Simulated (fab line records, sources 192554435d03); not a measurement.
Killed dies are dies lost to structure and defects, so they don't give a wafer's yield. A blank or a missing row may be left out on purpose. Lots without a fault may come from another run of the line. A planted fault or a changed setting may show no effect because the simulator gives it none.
Which tool did it? | flow n5_finfet | 8 lots, 24 wafers sampled, at 5 steps of a route of 1938

WHAT THE GAUGES READ, wafer by wafer
N5_BEOL_M4_RC_MEAS_101.
lot  | measured     | on        | CJ_P
L481 | day 10 10:39 | prober-02 | 5.80 5.80 5.90
L487 | day 12 13:13 | prober-02 | 2.02 2.02 1.96
L488 | day 13 00:28 | prober-01 | 2.04 2.06 2.07
L489 | day 13 04:21 | prober-02 | 2.08 2.00 2.06
L493 | day 13 17:46 | prober-01 | 5.85 5.78 6.00
L497 | day 14 19:54 | prober-01 | 5.90 5.90 5.80
L499 | day 14 13:58 | prober-02 | 5.67 5.81 5.24
L501 | day 16 01:31 | prober-01 | 6.00 5.75 5.77

WHICH TOOL RAN EACH LOT (tool, then ch and the chambers of the sampled wafers, then the start)
lot  | N5_SD_EPI_N_ETCH_16               | N5_SD_EPI_N_VAPOR_ETCH_50      | N5_SD_EPI_P_ETCH_16               | N5_SD_EPI_P_SD_RECESS_17
L481 | rie_diel-04 ch 1,2,3, day 3 19:19 | epi_rpcvd-02 ch 0, day 3 20:11 | rie_diel-02 ch 0,1,3, day 4 00:08 | rie_si-06 ch 1,2,3, day 4 00:13
L487 | rie_diel-06 ch 0,3, day 5 11:35   | epi_rpcvd-02 ch 0, day 5 12:36 | rie_diel-03 ch 1,2,3, day 5 16:51 | rie_si-06 ch 0,1, day 5 16:55
L488 | rie_diel-04 ch 1,3, day 5 18:04   | epi_rpcvd-02 ch 0, day 5 19:09 | rie_diel-02 ch 1,2,3, day 5 23:15 | rie_si-06 ch 0,1,3, day 5 23:19
L489 | rie_diel-01 ch 2,3, day 5 23:41   | epi_rpcvd-02 ch 0, day 6 00:47 | rie_diel-05 ch 2,3, day 6 05:17   | rie_si-06 ch 0,3, day 6 05:21
L493 | rie_diel-04 ch 0,1,2, day 7 00:52 | epi_rpcvd-03 ch 0, day 7 01:55 | rie_diel-05 ch 0,1,2, day 7 05:22 | rie_si-06 ch 0,1,2, day 7 05:26
L497 | rie_diel-01 ch 0,2, day 8 00:15   | epi_rpcvd-03 ch 0, day 8 01:09 | rie_diel-05 ch 1,2, day 8 05:34   | rie_si-04 ch 0,2, day 8 05:38
L499 | rie_diel-01 ch 0,1,2, day 8 09:47 | epi_rpcvd-04 ch 0, day 8 10:43 | rie_diel-02 ch 0,3, day 8 14:28   | rie_si-04 ch 0,1,2, day 8 14:32
L501 | rie_diel-01 ch 0,2, day 8 23:45   | epi_rpcvd-02 ch 0, day 9 00:55 | rie_diel-02 ch 0,1,2, day 9 05:55 | rie_si-06 ch 0,1,2, day 9 05:59
- N5_SD_EPI_N_ETCH_16: etches SiO2 in CHF3/O2, target depth 5 nm.
- N5_SD_EPI_N_VAPOR_ETCH_50: etches Si in HCl, time 54 s.
- N5_SD_EPI_P_ETCH_16: etches SiO2 in CHF3/O2, target depth 5 nm.
- N5_SD_EPI_P_SD_RECESS_17: chemistry HBr/Cl2/O2, target depth 39.1 nm, bt time 3 s.

THE ANSWER, worked out from the rows above alone
Rule: what is usual is taken from the lots themselves. Put in order of their means at a reading, lots are off if they are a third of the lots or fewer, leave a main group of 4 or more, and stand apart from it by a gap of 3 or more times the standard deviation of the main group's means; of several such gaps the widest counts. A main group whose means are all the same, to the digits that the tables above print for the reading, isn't used. A lot without any number at a reading at which 4 lots or more have one is off too. The other lots that the step has rows for count as sound.
No lot is off at any reading shown: from this, nothing can be told.

WHAT THE SIMULATOR HAD PUT IN
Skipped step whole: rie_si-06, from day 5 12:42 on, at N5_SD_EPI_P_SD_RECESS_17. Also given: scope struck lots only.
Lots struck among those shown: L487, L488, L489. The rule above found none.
